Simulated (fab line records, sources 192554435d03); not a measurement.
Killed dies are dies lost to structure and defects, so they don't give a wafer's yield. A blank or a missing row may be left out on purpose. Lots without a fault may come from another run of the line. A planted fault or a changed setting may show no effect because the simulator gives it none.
Which tool did it? | flow n5_finfet | 12 lots, 34 wafers sampled, at 4 steps of a route of 1938

WHAT THE GAUGES READ, wafer by wafer
N5_SD_EPI_P_INSPECT_26: inspects for defects (darkfield). Usual: raw_defect_count 176, standard deviation 39.
lot  | measured    | on                | raw_defect_count | flag
L556 | day 3 09:44 | defect_inspect-01 | 102 104 150      |
L558 | day 3 22:32 | defect_inspect-01 | 216 186 181      |
L559 | day 4 06:45 | defect_inspect-02 | 217 196 128      |
L560 | day 4 10:37 | defect_inspect-02 | 204 151 148      |
L561 | day 4 16:32 | defect_inspect-02 | 135 179 200      |
L562 | day 4 20:56 | defect_inspect-01 | 148 124 113      |
L563 | day 5 05:10 | defect_inspect-01 | 222 166 165      |
L572 | day 7 10:57 | defect_inspect-02 | 747 154 193      | OFF
L573 | day 7 17:17 | defect_inspect-01 | 197 241 151      |
L575 | day 8 04:08 | defect_inspect-01 | 164 142          |
L576 | day 8 12:40 | defect_inspect-01 | 145 177 221      |
L578 | day 8 20:34 | defect_inspect-01 | 182 145          |

WHICH TOOL RAN EACH LOT (tool, then ch and the chambers of the sampled wafers, then the start)
lot  | N5_SD_EPI_P_ETCH_16               | N5_SD_EPI_P_SD_RECESS_17        | N5_SD_EPI_P_HM_STRIP_48
L556 | rie_diel-02 ch 0,1,3, day 3 06:37 | rie_si-05 ch 0,1,2, day 3 06:41 | wet_bench-05 ch 3,5,6, day 3 09:35
L558 | rie_diel-06 ch 0,1,3, day 3 19:19 | rie_si-03 ch 1,2,3, day 3 19:23 | wet_bench-01 ch 4,6,7, day 3 22:17
L559 | rie_diel-04 ch 0,2, day 4 02:47   | rie_si-03 ch 1,3, day 4 02:52   | wet_bench-02 ch 1,3,7, day 4 06:37
L560 | rie_diel-06 ch 0,1,3, day 4 06:40 | rie_si-01 ch 0,2,3, day 4 06:44 | wet_bench-05 ch 0,4,6, day 4 10:29
L561 | rie_diel-06 ch 0,1, day 4 12:35   | rie_si-05 ch 2,3, day 4 12:39   | wet_bench-02 ch 1,3,4, day 4 16:23
L562 | rie_diel-06 ch 0,2, day 4 17:47   | rie_si-01 ch 0,1,2, day 4 17:52 | wet_bench-01 ch 0,1,3, day 4 20:48
L563 | rie_diel-02 ch 0,2,3, day 5 02:04 | rie_si-03 ch 0,1,2, day 5 02:08 | wet_bench-05 ch 2,4,7, day 5 05:02
L572 | rie_diel-06 ch 1,2,3, day 7 06:58 | rie_si-01 ch 0,1, day 7 07:02   | wet_bench-05 ch 2,4,6, day 7 10:49
L573 | rie_diel-06 ch 0,1,2, day 7 13:13 | rie_si-01 ch 0,1,2, day 7 13:17 | wet_bench-01 ch 0,1,3, day 7 17:02
L575 | rie_diel-06 ch 0,1, day 8 01:01   | rie_si-05 ch 2,3, day 8 01:05   | wet_bench-02 ch 0,1, day 8 03:59
L576 | rie_diel-06 ch 1,2,3, day 8 08:42 | rie_si-03 ch 0,1,3, day 8 08:46 | wet_bench-02 ch 1,2,3, day 8 12:32
L578 | rie_diel-06 ch 0,2, day 8 17:28   | rie_si-01 ch 1,3, day 8 17:32   | wet_bench-02 ch 2,5, day 8 20:26
- N5_SD_EPI_P_ETCH_16: etches SiO2 in CHF3/O2, target depth 5 nm.
- N5_SD_EPI_P_SD_RECESS_17: chemistry HBr/Cl2/O2, target depth 39.1 nm, bt time 3 s.
- N5_SD_EPI_P_HM_STRIP_48: strips SiNx in H3PO4, material SiNx, target depth 3 nm.

WHAT THE TOOLS THEMSELVES READ (means of the sampled wafers that have a number; where no wafer has one, the mark that the record gives instead)
N5_SD_EPI_P_ETCH_16. Usual: CHF3_flow_sccm 50.00 sccm, standard deviation 0.15; drypump_motor_current_A 5.8 A, standard deviation 0.33; oes_o_777_au 0.83 a.u., standard deviation 0.081; oes_product_au 0.82 a.u., standard deviation 0.079; rf_vpp_V 523 V, standard deviation 7.2; showerhead_plenum_p_Torr 2.43 Torr, standard deviation 0.095; throttle_valve_pct 18.80 %, standard deviation 0.22.
lot  | tool        | CHF3_flow_sccm (sccm) | drypump_motor_current_A (A) | oes_o_777_au (a.u.) | oes_product_au (a.u.) | rf_vpp_V (V) | showerhead_plenum_p_Torr (Torr) | throttle_valve_pct (%) | flag
L556 | rie_diel-02 | 50.02                 | 5.5                         | 0.90                | 0.88                  | 520          | 2.56                            | 18.70                  |
L558 | rie_diel-06 | 49.93                 | 5.8                         | 0.83                | 0.82                  | 524          | 2.39                            | 18.72                  |
L559 | rie_diel-04 | 50.08                 | 5.5                         | 0.75                | 0.74                  | 526          | 2.35                            | 18.87                  |
L560 | rie_diel-06 | 50.03                 | 5.8                         | 0.82                | 0.81                  | 523          | 2.39                            | 18.73                  |
L561 | rie_diel-06 | 50.11                 | 6.0                         | 0.87                | 0.85                  | 516          | 2.35                            | 18.66                  |
L562 | rie_diel-06 | 50.17                 | 5.7                         | 0.79                | 0.78                  | 525          | 2.38                            | 18.84                  |
L563 | rie_diel-02 | 49.96                 | 5.8                         | 0.84                | 0.83                  | 521          | 2.48                            | 18.91                  |
L572 | rie_diel-06 | 50.03                 | 5.9                         | 0.83                | 0.83                  | 526          | 2.46                            | 18.66                  |
L573 | rie_diel-06 | 49.98                 | 5.9                         | 0.83                | 0.81                  | 522          | 2.40                            | 18.73                  |
L575 | rie_diel-06 | 49.84                 | 5.9                         | 0.81                | 0.79                  | 518          | 2.33                            | 18.77                  |
L576 | rie_diel-06 | 50.06                 | 5.9                         | 0.83                | 0.81                  | 525          | 2.46                            | 18.67                  |
L578 | rie_diel-06 | 50.01                 | 5.8                         | 0.78                | 0.77                  | 524          | 2.41                            | 18.84                  |

N5_SD_EPI_P_SD_RECESS_17. Usual: drypump_motor_current_A 5.6 A, standard deviation 0.39; oes_o_777_au 1.004 a.u., standard deviation 0.023; oes_product_au 1.002 a.u., standard deviation 0.02; throttle_valve_pct 37.1 %, standard deviation 0.39.
lot  | tool      | drypump_motor_current_A (A) | oes_o_777_au (a.u.) | oes_product_au (a.u.) | throttle_valve_pct (%) | flag
L556 | rie_si-05 | 5.6                         | 1.011               | 1.018                 | 37.1                   |
L558 | rie_si-03 | 5.7                         | 0.992               | 0.995                 | 36.9                   |
L559 | rie_si-03 | 5.5                         | 0.976               | 0.985                 | 36.6                   |
L560 | rie_si-01 | 5.6                         | 1.005               | 1.006                 | 37.4                   |
L561 | rie_si-05 | 5.7                         | 1.017               | 1.021                 | 37.0                   |
L562 | rie_si-01 | 5.4                         | 1.005               | 0.998                 | 37.1                   |
L563 | rie_si-03 | 5.7                         | 0.995               | 0.987                 | 37.1                   |
L572 | rie_si-01 | 5.2                         | 1.001               | 0.995                 | 36.8                   |
L573 | rie_si-01 | 5.4                         | 1.009               | 1.000                 | 37.1                   |
L575 | rie_si-05 | 5.6                         | 1.020               | 1.014                 | 37.0                   |
L576 | rie_si-03 | 5.5                         | 1.005               | 1.008                 | 36.8                   |
L578 | rie_si-01 | 5.4                         | 0.991               | 0.992                 | 37.2                   |

N5_SD_EPI_P_HM_STRIP_48. Usual: bath_guard_temp_C 159.9 C, standard deviation 0.54.
lot  | tool         | bath_guard_temp_C (C) | flag
L556 | wet_bench-05 | 160.0                 |
L558 | wet_bench-01 | 159.9                 |
L559 | wet_bench-02 | 159.7                 |
L560 | wet_bench-05 | 159.9                 |
L561 | wet_bench-02 | 159.7                 |
L562 | wet_bench-01 | 159.9                 |
L563 | wet_bench-05 | 159.6                 |
L572 | wet_bench-05 | 159.4                 |
L573 | wet_bench-01 | 160.0                 |
L575 | wet_bench-02 | 159.2                 |
L576 | wet_bench-02 | 160.1                 |
L578 | wet_bench-02 | 160.5                 |

THE ANSWER, worked out from the rows above alone
Rule: a lot is off if the mean of its wafers that have a number lies more than 3 standard deviations from the usual mean. A lot without any number at a reading at which 4 lots or more have one is off too. The other lots that the step has rows for count as sound. The gauges are gone through in route order, then the tools' own readings, and for those a lot's mean is taken as printed above. The first step at which some lot is off is used, and at that step the reading that is off furthest; a lot without a number counts as furthest.
Off: L572, at N5_SD_EPI_P_INSPECT_26 (raw_defect_count).
A tool fits if, at a process step before that reading, it ran every lot that is off, and no sound lot after the first of them. The gauges at N5_SD_EPI_P_INSPECT_26 are tried like those tools. Can't be told from this: 2 tools fit, wet_bench-05 at N5_SD_EPI_P_HM_STRIP_48, defect_inspect-02 at N5_SD_EPI_P_INSPECT_26.

WHAT THE SIMULATOR HAD PUT IN
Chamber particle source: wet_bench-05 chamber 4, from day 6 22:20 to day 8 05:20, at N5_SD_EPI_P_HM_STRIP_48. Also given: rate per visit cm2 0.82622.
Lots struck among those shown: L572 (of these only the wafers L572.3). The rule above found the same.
